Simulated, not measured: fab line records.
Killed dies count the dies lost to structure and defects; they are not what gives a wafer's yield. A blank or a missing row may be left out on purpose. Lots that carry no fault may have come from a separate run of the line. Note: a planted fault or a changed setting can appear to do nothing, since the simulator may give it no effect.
Chamber matching + flow n5-finfet + N5_MOL_CONTACT_COAG_ALD_133 on ald-sin-04 has 4 sister chambers
The step deposits SiO2, target thk 5 nm, pulse time 1 s, co reactant pulse time 1 s. 18 wafers are shown with their chamber, then 9 later ones without.

## EACH WAFER AND ITS CHAMBER
| wafer  | chamber | heater-power-w (W) | precursor-pulse-height-rel |
|--------|---------|--------------------|----------------------------|
| L077.2 | 3       | 69                 | 1.035                      |
| L077.3 | 0       | 83                 | 0.985                      |
| L077.4 | 2       | 81                 | 0.981                      |
| L078.1 | 2       | 82                 | 0.991                      |
| L078.4 | 3       | 70                 | 0.978                      |
| L078.5 | 0       | 81                 | 0.987                      |
| L083.1 | 3       | 70                 | 0.996                      |
| L083.4 | 1       | 88                 | 0.985                      |
| L083.5 | 3       | 68                 | 1.008                      |
| L084.1 | 2       | 85                 | 1.004                      |
| L084.2 | 1       | 87                 | 1.018                      |
| L084.6 | 0       | 80                 | 0.993                      |
| L086.1 | 0       | 83                 | 0.988                      |
| L086.5 | 0       | 81                 | 1.008                      |
| L086.6 | 1       | 87                 | 1.006                      |
| L089.1 | 0       | 83                 | 0.965                      |
| L089.4 | 2       | 82                 | 0.997                      |
| L089.6 | 0       | 83                 | 1.005                      |

SIGNATURES (averages over the wafers above)
| reading                    | chamber 0 | chamber 1 | chamber 2 | chamber 3 | scatter within a chamber |
|----------------------------|-----------|-----------|-----------|-----------|--------------------------|
| heater-power-w             | 82.00     | 87.33     | 82.50     | 69.25     | 1.27                     |
| precursor-pulse-height-rel | 0.99014   | 1.00300   | 0.99325   | 1.00425   | 0.0164                   |
Rule: distance of a wafer from a chamber = root of the sum over the readings of ((wafer's reading minus chamber's mean) / reading's scatter) squared. If the next closest chamber is less than 2 further off than the closest, the wafer can't be placed; otherwise it belongs to the closest. How the scatter is found: for the shown wafers, subtract from each reading the mean of its chamber, square and add these, divide the total by (wafers less chambers), then take the root.

## WAFERS WHOSE CHAMBER IS MISSING
| wafer  | heater-power-w (W) | precursor-pulse-height-rel |
|--------|--------------------|----------------------------|
| L090.2 | 81                 | 0.971                      |
| L090.3 | 88                 | 0.997                      |
| L090.6 | 81                 | 0.984                      |
| L093.1 | 90                 | 1.007                      |
| L093.5 | 84                 | 0.990                      |
| L093.6 | 70                 | 0.992                      |
| L097.3 | 87                 | 0.980                      |
| L097.4 | 70                 | 0.989                      |
| L097.6 | 83                 | 1.022                      |

## THE CHAMBER EACH PASSED THROUGH
| wafer  | from the rows above          | in truth |
|--------|------------------------------|----------|
| L090.2 | can't be placed: 0 or 2      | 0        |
| L090.3 | 1                            | 1        |
| L090.6 | can't be placed: 0 or 2      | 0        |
| L093.1 | 1                            | 1        |
| L093.5 | can't be placed: 2 or 0 or 1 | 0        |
| L093.6 | 3                            | 3        |
| L097.3 | 1                            | 1        |
| L097.4 | 3                            | 3        |
| L097.6 | can't be placed: 2 or 0 or 1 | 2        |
Correct placement for 5 of the 9. Not placeable from these rows: 4 (in 4, the candidates include the true chamber). Number placed wrongly: 0.
